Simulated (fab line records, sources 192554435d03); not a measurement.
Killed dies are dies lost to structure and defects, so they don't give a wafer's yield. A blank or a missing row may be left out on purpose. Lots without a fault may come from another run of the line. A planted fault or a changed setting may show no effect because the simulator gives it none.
fab line records | flow n5_finfet
record lots=4 wafers=12 last_day=17
route steps=1938 shown BEOL_M4@1099 BEOL_M5@1112 BEOL_M11@1575 PASSIVATION@1936
lots that met no fault: from a run of the same line without faults
start_h: hours from the record's first day to the start of the lot's first wafer shown | wait_h: hours since the lot's step before | " the same as in the row above | L1.1+2: a row that stands for several wafers | - no value, or no start given | * or withheld: withheld | < > ~ a bound
route shown NAME@n: a module of which the file shows steps, and the number in the route of the first | usual: mean/standard deviation of fault-free wafers | same: alike in all rows | chamber/n: place in a boat | sites: the reading at each site | _std_site: their standard deviation | _edge_site: outer sites' mean less inner sites' | radius_mm: how far each site lies from the wafer's centre | mask NAME#n: copy n | behind: the tool/chamber that last shaped the wafer | hold: why the lot was held/for how many hours/how that ended | device: the transistor (n, p or np) that didn't switch | end of line: the same wafers' tests at the end of the route | a step without rows: its recipe alone | killed: dies lost to structure and defects at the first sort, not the wafer's yield | map: a wafer's dies, x killed, . not, _ none there
set.NAME: the setting as run; set.NAME@STEP: as run at that earlier step | model.NAME: the simulator's own value behind a step, which no gauge read
lots at some steps of the route; a table a step, a row a wafer
services: from which hour (start_h, from the record's first day; less than 0 if before it) a tool's chamber was out of use, for how many hours, and why
## steps
# step N5_BEOL_M4_ANNEAL_95
# recipe temp_c=400 time_s=240 ambient=vacuum
# step N5_BEOL_M4_SPUTTER_96
# recipe material=Cu target_thk_a=45 temp_c=-20 chamber_pressure_pa=0.07 power_w=withheld time_s=8.29
# step N5_BEOL_M4_ECD_50
# recipe material=Cu target_thk_a=3000
# step N5_BEOL_M4_ANNEAL_51
# recipe temp_c=225 time_s=90 ambient=N2
# step N5_BEOL_M4_CMP_52
# recipe stop_on=SiOC t_overpolish_s=6.8 down_force_psi=1 platen_rpm=50 clearing_platen_down_force_psi=1.5 clearing_platen_rpm=50 post_cmp_clean=cu_alkaline target_thk_nm=40 clearing_platen_pad_velocity_m_s=0.99484 pad_velocity_m_s=0.99484
# step N5_BEOL_M4_PRE_CLEAN_60
# recipe gas=NH3/H2 time_s=15 temp_c=* rf_power_w=300
# step N5_BEOL_M4_CO_CAP_55
# recipe material=Co target_thk_a=20 temp_c=200 precursor=CCTBA/H2 pressure_torr=30 time_s=102.1
# step N5_BEOL_M4_PRE_CLEAN_56
# recipe gas=NH3 time_s=15 temp_c=withheld rf_power_w=300
# step N5_BEOL_M4_DEP_57
# recipe material=SiCN target_thk_a=80 temp_c=withheld precursor=3MS/NH3 pressure_torr=3 rf_w=202 time_s=14
# step N5_BEOL_M4_RC_MEAS_101
# usual DIBL_N=36.0/1.7 DIBL_P=36.2/2.3 IOFF_N=0.16/0.03 IOFF_P=0.21/0.036 ION_N=679/11 ION_P=465/7.1 SS_N=71.4/0.58 SS_P=73.3/0.75 VT_N=249/3.1 VT_P=-251/3.5
# columns lot.wafer tool chamber start_h wait_h DIBL_N[mV/V] DIBL_P[mV/V] IOFF_N[nA/um] IOFF_P[nA/um] ION_N[uA/um] ION_P[uA/um] SS_N[mV/dec] SS_P[mV/dec] VT_N[mV] VT_P[mV]
L872.1 prober-02 0 251.13 0.0 35.7 36.0 0.16 0.22 681 470 70.8 73.1 251 -248
L872.3 " 0 " " 37.0 37.3 0.17 0.25 682 467 70.8 73.5 246 -246
L872.5 " 0 " " 35.4 35.4 0.14 0.21 662 467 71.4 73.1 253 -249
L874.2 prober-01 0 251.80 0.4 36.0 36.0 0.14 0.23 669 470 71.0 73.3 253 -246
L874.3 " 0 " " 37.7 37.5 0.17 0.26 682 476 71.8 73.5 247 -248
L874.5 " 0 " " 35.0 34.6 0.12 0.20 667 465 71.1 72.8 254 -250
L877.1 prober-01 0 258.97 0.0 36.3 36.8 0.20 0.22 693 464 72.3 73.8 247 -249
L877.2 " 0 " " 34.4 34.5 0.15 0.18 678 460 71.3 73.8 251 -251
L877.3 " 0 " " 35.4 35.7 0.17 0.21 691 465 71.9 73.7 249 -249
L883.1 prober-01 0 313.62 0.0 38.6 37.5 0.18 0.24 684 469 71.9 73.9 246 -247
L883.3 " 0 " " 37.3 36.1 0.18 0.21 706 474 71.2 73.2 247 -251
L883.6 " 0 " " 36.4 35.1 0.15 0.20 687 461 70.8 73.6 247 -250
# step N5_BEOL_M5_ILD_DEP_00
# recipe material=SiCOH_lowk target_thk_a=1406.4 temp_c=300 precursor=DEMS/porogen pressure_torr=5 rf_w=500 time_s=25.9
# step N5_BEOL_M5_CURE_79
# recipe temp_c=385 time_s=240 ambient=He/Ar material=SiCOH_lowk
# step N5_BEOL_M5_PECVD_70
# recipe material=SiO2 target_thk_a=160 temp_c=400 precursor=TEOS/O2 pressure_torr=5.5 rf_w=450 teos_flow_sccm=53.8 gas=O2 flow_sccm=3000 time_s=18
# step N5_BEOL_M5_HM_DEP_02
# recipe material=TiN target_thk_a=200 temp_c=25 chamber_pressure_pa=0.49996
# step N5_BEOL_M5_COAT_59
# recipe resist=SOC temp_c=250 time_s=60 spin_rpm=1500 resist_thk_nm=60
# step N5_BEOL_M5_COAT_60
# recipe resist=SiARC temp_c=220 time_s=60 spin_rpm=1500 resist_thk_nm=12
# step N5_BEOL_M5_COAT_71
# recipe resist=underlayer temp_c=205 time_s=60 spin_rpm=1500 resist_thk_nm=5
# step N5_BEOL_M5_COAT_05
# recipe resist=CAR-EUV spin_rpm=1500 resist_thk_nm=30
# step N5_BEOL_M5_EBR_07
# recipe solvent=PGMEA ebr_width_mm=1.5
# step N5_BEOL_M5_SOFTBAKE_06
# recipe temp_c=110 time_s=60 resist=CAR-EUV
# step N5_BEOL_M5_EXPOSE_08
# recipe mask_id=M5 na=0.33 source_shape=annular sigma_inner=0.4 sigma_outer=0.8 polarization=unpolarized target_cd_nm=28 dose_mj=35.75
# step N5_BEOL_M5_PEB_09
# recipe peb_temp_c=100 peb_time_s=60 resist=CAR-EUV
# step N5_BEOL_M5_DEVELOP_10
# recipe develop_time_s=30 developer=TMAH resist=CAR-EUV rinse_liquid=surfactant_rinse dry=air_spin dev_temp_c=23
# step N5_BEOL_M5_DESCUM_16
# recipe chemistry=O2 time_s=7 source_power_w=50 bias_power_w=20 pressure_mtorr=20 rf_frequency_hz=2.712e+07 temp_c=40 resist=CAR-EUV o2_flow_sccm=225
# step N5_BEOL_M5_ETCH_72
# recipe chemistry=N2/H2 target=underlayer target_depth_a=65 mask_material=CAR-EUV time_s=5.2 ion_energy_ev=200 pressure_mtorr=30 source_w=840 bias_w=150 n2_flow_sccm=200 h2_flow_sccm=200 ends=cleared
# step N5_BEOL_M5_ETCH_61
# recipe chemistry=CF4 target=SiARC target_depth_a=156 mask_material=CAR-EUV time_s=26 ion_energy_ev=80 pressure_mtorr=40 source_w=545 bias_w=36 Ar_flow_sccm=100 cf4_flow_sccm=100 ends=cleared
# step N5_BEOL_M5_ETCH_62
# recipe chemistry=N2/H2 target=SOC target_depth_a=750 overetch_a=150 mask_material=SiARC temp_c=40 time_s=112.5 ion_energy_ev=200 pressure_mtorr=30 source_w=840 bias_w=150 n2_flow_sccm=200 h2_flow_sccm=200
# step N5_BEOL_M5_STRIP_63
# recipe chemistry=N2/H2 temp_c=40 n2_flow_sccm=200 h2_flow_sccm=200 rf_frequency_hz=6e+07
# step N5_BEOL_M5_STRIP_73
# recipe chemistry=N2/H2 temp_c=40 n2_flow_sccm=200 h2_flow_sccm=200 rf_frequency_hz=6e+07
# step N5_BEOL_M5_STRIP_64
# recipe chemistry=CF4 resist=SiARC power_w=300 bias_power_w=75 pressure_mtorr=50 cf4_flow_sccm=150 rf_frequency_hz=6e+07
# step N5_BEOL_M5_HM_OPEN_17
# recipe chemistry=Cl2/BCl3 target_depth_a=200 overetch_a=60 target=TiN mask_material=SOC ion_energy_ev=150 pressure_mtorr=10 icp_w=1000 bias_w=126 Cl2_flow_sccm=53.25 bcl3_flow_sccm=21.75 Ar_flow_sccm=25
# step N5_BEOL_M5_STRIP_19
# recipe chemistry=O2 power_w=400 temp_c=40 pressure_mtorr=30 rf_frequency_hz=6e+07 bias_power_w=0 overash_fraction=0.2 o2_flow_sccm=225
# step N5_BEOL_M5_COAT_65
# recipe resist=SOC temp_c=250 time_s=60 spin_rpm=1500 resist_thk_nm=60
# step N5_BEOL_M5_COAT_66
# recipe resist=SiARC temp_c=220 time_s=60 spin_rpm=1500 resist_thk_nm=12
# step N5_BEOL_M11_VIA_ETCH_34
# recipe chemistry=C4F6/O2 target=SiCOH_lowk target_depth_a=1845 mask_material=SOC taper_deg=4 time_s=69.2 ion_energy_ev=250 pressure_mtorr=30 source_w=345 bias_w=185 Ar_flow_sccm=300 C4F6_flow_sccm=10 O2_flow_sccm=10
# usual C4F6_flow_sccm=9.999/0.028 drypump_motor_current_A=5.7/0.43 oes_ar_750_au=0.80/0.075 oes_product_au=0.80/0.079 rf_fwd_power_W=341.8/1.3 rf_vpp_V=661/13 run_length_s=92.6/0.36 showerhead_plenum_p_Torr=2.81/0.099 throttle_valve_pct=20.93/0.21
# columns lot.wafer tool chamber start_h wait_h C4F6_flow_sccm drypump_motor_current_A oes_ar_750_au oes_product_au rf_fwd_power_W rf_hours_counter_h rf_vpp_V run_length_s showerhead_plenum_p_Torr throttle_valve_pct model.etch.depth_nm model.SOC_of_BEOL_M11_COAT_63.thk_nm
L874.2 rie_diel-04 1 314.58 0.0 10.034 6.2 0.78 0.76 339.9 139 653 92.2 2.86 20.91 186.9 91.4
L874.3 " 3 " " 9.997 6.0 0.86 0.87 - 46 662 64.3 2.79 20.87 111 94.8
L874.5 " 2 " " 10.046 5.5 0.86 0.89 343.0 - 654 93.3 2.90 20.84 185.8 91.6
L872.1 rie_diel-04 0 315.15 0.0 9.978 6.4 0.75 0.74 342.0 154 672 92.5 2.65 21.17 178.1 91.8
L872.3 " 3 " " 10.020 6.1 0.87 0.87 - 46 662 64.1 2.79 20.85 110.5 94.6
L872.5 " 3 " " 9.998 6.0 0.87 0.88 340.4 - 663 92.6 2.79 20.86 186.5 91.8
L877.1 rie_diel-02 1 324.60 0.0 10.022 5.2 0.83 0.83 341.3 69 655 92.6 2.77 20.58 184.7 92
L877.2 " 3 " " 9.983 5.4 0.69 0.70 341.8 206 687 92.6 2.82 20.98 182.8 91.8
L877.3 " 2 " " 9.968 5.8 0.95 0.96 343.9 13 675 92.5 2.81 20.63 186.9 91.8
L883.1 rie_diel-03 1 373.54 0.0 10.031 5.8 0.85 0.84 340.6 59 640 92.7 2.90 20.92 186.9 92.2
L883.3 " 0 " " 9.975 5.4 0.69 0.68 343.2 242 664 92.2 2.81 21.44 182.4 92.2
L883.6 " 2 " " 10.027 5.7 0.78 0.77 341.0 - 654 92.1 2.85 20.90 182.1 92.2
# step N5_PASSIVATION_PROBE_49
# usual defect_limited_yield=91.3/1.5 killed_at_M0_to_M3=31/11 killed_at_M4_up=14/5.1 killed_at_contacts=12/5.6 killed_at_front_end=42/12 killed_at_other=3.8/2.9 killed_dies=103/18 killed_on_rim=14/4.5 killed_open=67/14 killed_short=33/8 sort_bin_5_function=5.1/1 sort_bin_6_memory=3.2/0.75 sort_n_pass=1077/18 sort_yield_pct=91.3/1.5
# same gross_dies=1180 killed_at_back_side=0 sort_bin_4_leakage[%]=0 sort_bin_8_speed[%]=0
# columns lot.wafer tool chamber start_h wait_h defect_limited_yield[%] killed_at_M0_to_M3 killed_at_M4_up killed_at_contacts killed_at_front_end killed_at_other killed_dies killed_on_rim killed_open killed_short sort_bin_5_function[%] sort_bin_6_memory[%] sort_n_pass sort_yield_pct[%]
L874.2 prober-01 - 364.30 0.1 92.7 15 17 14 39 1 86 16 49 33 4.4 2.3 1094 92.7
L874.3 prober-01 - 364.35 0.1 0 21 1087 18 54 0 1180 152 81 26 97.0 2.9 0 0
L872.1 prober-02 - 367.91 0.0 90.7 25 14 15 55 1 110 11 65 45 5.4 3.6 1070 90.7
L872.3 prober-02 - 368.01 0.1 0 26 1115 18 19 2 1180 152 58 20 98.0 2.0 0 0
L872.5 prober-02 - 368.11 0.2 91.9 35 11 12 33 5 96 14 76 20 4.7 3.1 1084 91.9
L877.2 prober-01 - 368.39 0.1 89.6 36 17 19 38 13 123 12 78 45 6.4 3.6 1057 89.6
L883.1 prober-01 - 415.72 0.0 92.0 39 14 6 35 0 94 20 63 26 5.3 2.2 1086 92.0
L883.3 prober-01 - 415.82 0.1 90.4 33 12 10 54 4 113 10 80 32 6.4 2.6 1067 90.4
L883.6 prober-01 - 415.97 0.3 89.3 60 17 7 41 1 126 10 66 56 7.2 2.6 1054 89.3
# killed by level:class
L874.2 MOL_CONTACT_COAG:geometric_particle:open=11 FIN_SAQP:geometric_particle:short=7 FIN_SAQP:geometric_particle:open=6 GATE_CUT:geometric_particle:open=5 GATE_CUT:geometric_particle:short=5 BEOL_M4:geometric_particle:short=5 STI_FIN_REVEAL:geometric_particle:open=4 BEOL_M1:geometric_particle:open=4
L874.3 BEOL_M11:area_etch=1073 MOL_CONTACT_COAG:geometric_particle:open=17 STI_FIN_REVEAL:geometric_particle:open=16 FIN_SAQP:geometric_particle:open=11 FIN_SAQP:geometric_particle:short=6 BEOL_M0_SAQP:geometric_particle:open=6 GATE_CUT:geometric_particle:short=5 STARTING-WAFER:geometric_particle:open=5
L872.1 FIN_SAQP:geometric_particle:open=17 FIN_SAQP:geometric_particle:short=16 MOL_CONTACT_COAG:geometric_particle:open=10 BEOL_M0_SAQP:geometric_particle:short=7 MOL_CONTACT_COAG:geometric_particle:short=5 BEOL_M0_SAQP:geometric_particle:open=5 DUMMY_GATE:geometric_particle:open=4 BEOL_M3:geometric_particle:open=4
L872.3 BEOL_M11:area_etch=1102 MOL_CONTACT_COAG:geometric_particle:open=13 FIN_SAQP:geometric_particle:open=9 BEOL_M0_SAQP:geometric_particle:open=6 BEOL_M1:geometric_particle:open=6 BEOL_M4:geometric_particle:open=5 MOL_CONTACT_COAG:geometric_particle:short=5 BEOL_M0:geometric_particle:open=5
L872.5 MOL_CONTACT_COAG:geometric_particle:open=9 BEOL_M1:geometric_particle:open=9 FIN_SAQP:geometric_particle:open=7 DUMMY_GATE:geometric_particle:open=7 BEOL_M0_SAQP:geometric_particle:open=7 STI_FIN_REVEAL:geometric_particle:open=6 BEOL_M0:geometric_particle:open=5 BEOL_M3:geometric_particle:open=4
L877.2 BEOL_M1:geometric_particle:open=12 MOL_CONTACT_COAG:geometric_particle:open=11 STI_FIN_REVEAL:geometric_particle:open=10 BEOL_M4:geometric_particle:open=10 MOL_CONTACT_COAG:geometric_particle:short=8 BEOL_M0_SAQP:geometric_particle:short=8 BEOL_M2:geometric_particle:open=7 MIM_TOP_ETCH:geometric_particle:open=6
L883.1 BEOL_M1:geometric_particle:open=10 BEOL_M0_SAQP:geometric_particle:short=9 DUMMY_GATE:geometric_particle:open=8 BEOL_M0_SAQP:geometric_particle:open=8 FIN_SAQP:geometric_particle:short=5 FIN_SAQP:geometric_particle:open=5 MOL_CONTACT_COAG:geometric_particle:open=4 STI_FIN_REVEAL:geometric_particle:open=4
L883.3 FIN_SAQP:geometric_particle:open=17 BEOL_M0_SAQP:geometric_particle:open=13 STI_FIN_REVEAL:geometric_particle:open=9 FIN_SAQP:geometric_particle:short=8 BEOL_M4:geometric_particle:open=8 MOL_CONTACT_COAG:geometric_particle:open=7 BEOL_M0_SAQP:geometric_particle:short=7 DUMMY_GATE:geometric_particle:open=4
L883.6 BEOL_M0_SAQP:geometric_particle:short=25 BEOL_M0_SAQP:geometric_particle:open=13 FIN_SAQP:geometric_particle:open=11 FIN_SAQP:geometric_particle:short=11 BEOL_M3:geometric_particle:open=8 BEOL_M4:geometric_particle:open=7 BEOL_M4:geometric_particle:short=6 MOL_CONTACT_COAG:geometric_particle:open=6
# map L872.3 (x killed, . not)
_________________xxxxxxxxxxxx________________
______________xxxxxxxxxxxxxxxxxx_____________
___________xxxxxxxxxxxxxxxxxxxxxxxx__________
__________xxxxxxxxxxxxxxxxxxxxxxxxxx_________
________xxxxxxxxxxxxxxxxxxxxxxxxxxxxxx_______
_______xxxxxxxxxxxxxxxxxxxxxxxxxxxxxxxx______
______xxxxxxxxxxxxxxxxxxxxxxxxxxxxxxxxxx_____
_____xxxxxxxxxxxxxxxxxxxxxxxxxxxxxxxxxxxx____
____xxxxxxxxxxxxxxxxxxxxxxxxxxxxxxxxxxxxxx___
___xxxxxxxxxxxxxxxxxxxxxxxxxxxxxxxxxxxxxxxx__
___xxxxxxxxxxxxxxxxxxxxxxxxxxxxxxxxxxxxxxxx__
__xxxxxxxxxxxxxxxxxxxxxxxxxxxxxxxxxxxxxxxxxx_
__xxxxxxxxxxxxxxxxxxxxxxxxxxxxxxxxxxxxxxxxxx_
_xxxxxxxxxxxxxxxxxxxxxxxxxxxxxxxxxxxxxxxxxxxx
_xxxxxxxxxxxxxxxxxxxxxxxxxxxxxxxxxxxxxxxxxxxx
_xxxxxxxxxxxxxxxxxxxxxxxxxxxxxxxxxxxxxxxxxxxx
_xxxxxxxxxxxxxxxxxxxxxxxxxxxxxxxxxxxxxxxxxxxx
_xxxxxxxxxxxxxxxxxxxxxxxxxxxxxxxxxxxxxxxxxxxx
_xxxxxxxxxxxxxxxxxxxxxxxxxxxxxxxxxxxxxxxxxxxx
_xxxxxxxxxxxxxxxxxxxxxxxxxxxxxxxxxxxxxxxxxxxx
_xxxxxxxxxxxxxxxxxxxxxxxxxxxxxxxxxxxxxxxxxxxx
__xxxxxxxxxxxxxxxxxxxxxxxxxxxxxxxxxxxxxxxxxx_
__xxxxxxxxxxxxxxxxxxxxxxxxxxxxxxxxxxxxxxxxxx_
___xxxxxxxxxxxxxxxxxxxxxxxxxxxxxxxxxxxxxxxx__
___xxxxxxxxxxxxxxxxxxxxxxxxxxxxxxxxxxxxxxxx__
____xxxxxxxxxxxxxxxxxxxxxxxxxxxxxxxxxxxxxx___
_____xxxxxxxxxxxxxxxxxxxxxxxxxxxxxxxxxxxx____
______xxxxxxxxxxxxxxxxxxxxxxxxxxxxxxxxxx_____
_______xxxxxxxxxxxxxxxxxxxxxxxxxxxxxxxx______
________xxxxxxxxxxxxxxxxxxxxxxxxxxxxxx_______
__________xxxxxxxxxxxxxxxxxxxxxxxxxx_________
___________xxxxxxxxxxxxxxxxxxxxxxxx__________
______________xxxxxxxxxxxxxxxxxx_____________
_________________xxxxxxxxxxxx________________
# map L874.3 (x killed, . not)
_________________xxxxxxxxxxxx________________
______________xxxxxxxxxxxxxxxxxx_____________
___________xxxxxxxxxxxxxxxxxxxxxxxx__________
__________xxxxxxxxxxxxxxxxxxxxxxxxxx_________
________xxxxxxxxxxxxxxxxxxxxxxxxxxxxxx_______
_______xxxxxxxxxxxxxxxxxxxxxxxxxxxxxxxx______
______xxxxxxxxxxxxxxxxxxxxxxxxxxxxxxxxxx_____
_____xxxxxxxxxxxxxxxxxxxxxxxxxxxxxxxxxxxx____
____xxxxxxxxxxxxxxxxxxxxxxxxxxxxxxxxxxxxxx___
___xxxxxxxxxxxxxxxxxxxxxxxxxxxxxxxxxxxxxxxx__
___xxxxxxxxxxxxxxxxxxxxxxxxxxxxxxxxxxxxxxxx__
__xxxxxxxxxxxxxxxxxxxxxxxxxxxxxxxxxxxxxxxxxx_
__xxxxxxxxxxxxxxxxxxxxxxxxxxxxxxxxxxxxxxxxxx_
_xxxxxxxxxxxxxxxxxxxxxxxxxxxxxxxxxxxxxxxxxxxx
_xxxxxxxxxxxxxxxxxxxxxxxxxxxxxxxxxxxxxxxxxxxx
_xxxxxxxxxxxxxxxxxxxxxxxxxxxxxxxxxxxxxxxxxxxx
_xxxxxxxxxxxxxxxxxxxxxxxxxxxxxxxxxxxxxxxxxxxx
_xxxxxxxxxxxxxxxxxxxxxxxxxxxxxxxxxxxxxxxxxxxx
_xxxxxxxxxxxxxxxxxxxxxxxxxxxxxxxxxxxxxxxxxxxx
_xxxxxxxxxxxxxxxxxxxxxxxxxxxxxxxxxxxxxxxxxxxx
_xxxxxxxxxxxxxxxxxxxxxxxxxxxxxxxxxxxxxxxxxxxx
__xxxxxxxxxxxxxxxxxxxxxxxxxxxxxxxxxxxxxxxxxx_
__xxxxxxxxxxxxxxxxxxxxxxxxxxxxxxxxxxxxxxxxxx_
___xxxxxxxxxxxxxxxxxxxxxxxxxxxxxxxxxxxxxxxx__
___xxxxxxxxxxxxxxxxxxxxxxxxxxxxxxxxxxxxxxxx__
____xxxxxxxxxxxxxxxxxxxxxxxxxxxxxxxxxxxxxx___
_____xxxxxxxxxxxxxxxxxxxxxxxxxxxxxxxxxxxx____
______xxxxxxxxxxxxxxxxxxxxxxxxxxxxxxxxxx_____
_______xxxxxxxxxxxxxxxxxxxxxxxxxxxxxxxx______
________xxxxxxxxxxxxxxxxxxxxxxxxxxxxxx_______
__________xxxxxxxxxxxxxxxxxxxxxxxxxx_________
___________xxxxxxxxxxxxxxxxxxxxxxxx__________
______________xxxxxxxxxxxxxxxxxx_____________
_________________xxxxxxxxxxxx________________
## services
# columns tool chamber start_h hours kind
rie_diel-03 3 325.77 3.3 repair
## key
first_sign step=N5_BEOL_M11_VIA_ETCH_34 reading=run_length_s direction=down sigmas=79 usual=* struck=*
effect step=N5_PASSIVATION_PROBE_49 reading=killed_at_M4_up direction=up sigmas=99+ usual=14 struck=1101
model_effect step=N5_BEOL_M11_VIA_ETCH_34 value=etch.depth_nm without=187.7 struck=110.8
more_kills_born_at N5_BEOL_M11_VIA_ETCH_34@rie_diel-04=2175
met_at N5_BEOL_M11_VIA_ETCH_34
struck_wafers L872.3,L874.3
later_rows_left_out L872.3,L874.3
fault kind=process_parameter_drift tool=rie_diel-04 chamber=- onset_h=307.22 steps=N5_BEOL_M11_VIA_ETCH_34 channel=time_s offset=* shape=step end_h=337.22 scope=struck_wafers_only acts_in=* stated=*
# later_rows_left_out: the simulator's readings of these wafers behind a module that went badly wrong aren't trusted and aren't shown, but for the sort
